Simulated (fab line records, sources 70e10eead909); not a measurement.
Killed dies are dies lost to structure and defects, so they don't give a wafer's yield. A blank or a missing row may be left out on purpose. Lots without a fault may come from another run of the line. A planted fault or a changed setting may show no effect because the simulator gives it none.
Chamber matching | flow nand_harc | NHARC_P_STI_ETCH_15 on rie_si-02: 4 sister chambers
The step etches the open film in HBr/Cl2, target depth 300 nm, time 100.1 s. 14 wafers are shown with their chamber, then 7 later ones without.

WAFERS WITH THEIR CHAMBER
wafer  | chamber | drypump_motor_current_A (A) | oes_product_au (a.u.) | throttle_valve_pct (%)
L738.3 | 1       | 5.6                         | 1.025                 | 26.417
L738.4 | 2       | 5.7                         | 0.989                 | 26.428
L738.5 | 0       | 4.9                         | 1.000                 | 26.408
L740.2 | 3       | 6.0                         | 1.019                 | 26.380
L740.3 | 0       | 4.9                         | 1.003                 | 26.407
L740.5 | 2       | 5.7                         | 1.014                 | 26.413
L742.1 | 3       | 5.9                         | 1.009                 | 26.397
L742.2 | 1       | 5.6                         | 1.011                 | 26.403
L742.6 | 0       | 4.9                         | 0.991                 | 26.406
L743.1 | 0       | 4.9                         | 0.990                 | 26.401
L743.2 | 1       | 5.6                         | 1.012                 | 26.398
L743.6 | 3       | 5.9                         | 1.022                 | 26.407
L746.1 | 1       | 5.6                         | 1.019                 | 26.408
L746.4 | 0       | 5.0                         | 0.996                 | 26.413

SIGNATURES (means of the wafers above)
reading                 | chamber 0 | chamber 1 | chamber 2 | chamber 3 | scatter within a chamber
drypump_motor_current_A | 4.920     | 5.600     | 5.700     | 5.933     | 0.0383
oes_product_au          | 0.99600   | 1.01675   | 1.00150   | 1.01667   | 0.00812
throttle_valve_pct      | 26.40700  | 26.40650  | 26.42050  | 26.39467  | 0.0087
Rule: a wafer's distance from a chamber is the root of the sum, over the readings, of the square of ((its reading less the chamber's mean) divided by the reading's scatter). The wafer belongs to the nearest chamber; if the next one is less than 2 further off, it can't be placed. The scatter: the root of (the sum of the squares of (reading less its chamber's mean) over the shown wafers, divided by (wafers less chambers)).

WAFERS WITHOUT THEIR CHAMBER
wafer  | drypump_motor_current_A (A) | oes_product_au (a.u.) | throttle_valve_pct (%)
L746.6 | 5.7                         | 1.003                 | 26.406
L754.1 | 6.0                         | 1.035                 | 26.407
L754.5 | 5.9                         | 1.036                 | 26.385
L754.6 | 5.7                         | 1.012                 | 26.393
L755.1 | 5.0                         | 0.999                 | 26.421
L755.3 | 5.6                         | 1.013                 | 26.400
L755.5 | 5.6                         | 1.006                 | 26.412

WHICH CHAMBER EACH WENT THROUGH
wafer  | from the rows above     | in truth
L746.6 | can't be placed: 2 or 1 | 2
L754.1 | 3                       | 3
L754.5 | 3                       | 3
L754.6 | can't be placed: 1 or 2 | 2
L755.1 | 0                       | 0
L755.3 | 1                       | 1
L755.5 | can't be placed: 1 or 2 | 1
Placed correctly: 4 of 7. Can't be placed from these rows: 3 (the true chamber is among the candidates in 3). Placed wrongly: 0.
